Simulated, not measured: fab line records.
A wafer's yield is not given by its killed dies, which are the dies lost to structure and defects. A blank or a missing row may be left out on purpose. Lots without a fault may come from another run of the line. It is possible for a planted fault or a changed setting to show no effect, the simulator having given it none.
Chamber matching | flow n5 finfet | N5_BEOL_M4_ETCH_74 on rie diel-03 has 4 sister chambers
The step etches underlayer in N2/H2, target depth 6.5 nm, time 5.2 s. 4 wafers are shown with their chamber, then 11 later ones without.

## WAFERS, EACH WITH ITS CHAMBER
wafer  | chamber | drypump motor current A (A)
L088.1 | 0       | 5.2
L088.2 | 2       | 5.0
L088.3 | 1       | 5.5
L088.4 | 3       | 5.9

## WAFERS WITH NO CHAMBER GIVEN
wafer  | drypump motor current A (A)
L088.5 | 5.5
L088.6 | 5.0
L091.3 | 5.0
L091.4 | 5.5
L091.6 | 5.2
L093.3 | 6.0
L093.4 | 5.2
L093.6 | 5.2
L096.1 | 5.5
L096.5 | 5.0
L096.6 | 5.5

## THE CHAMBER EACH PASSED THROUGH
wafer  | from the rows above | in truth
L088.5 | 1                   | 1
L088.6 | 2                   | 2
L091.3 | 2                   | 2
L091.4 | 1                   | 1
L091.6 | 0                   | 0
L093.3 | 3                   | 3
L093.4 | 0                   | 0
L093.6 | 0                   | 0
L096.1 | 1                   | 1
L096.5 | 2                   | 2
L096.6 | 1                   | 1
Correctly placed: 11 of 11. Number that these rows cannot place: 0. Placed wrongly: 0.
How it was worked out, from the rows above alone: a wafer's distance from a chamber is the root of the sum, over the readings, of the square of ((its reading less the chamber's mean) divided by the reading's scatter). If the next closest chamber is less than 2 further off than the closest, the wafer can't be placed; otherwise it belongs to the closest. Each chamber's mean is taken over the wafers shown for it. The scatter (one wafer shown for each chamber): square how far every hidden wafer sits from the nearest shown wafer, average those squares and take the square root.
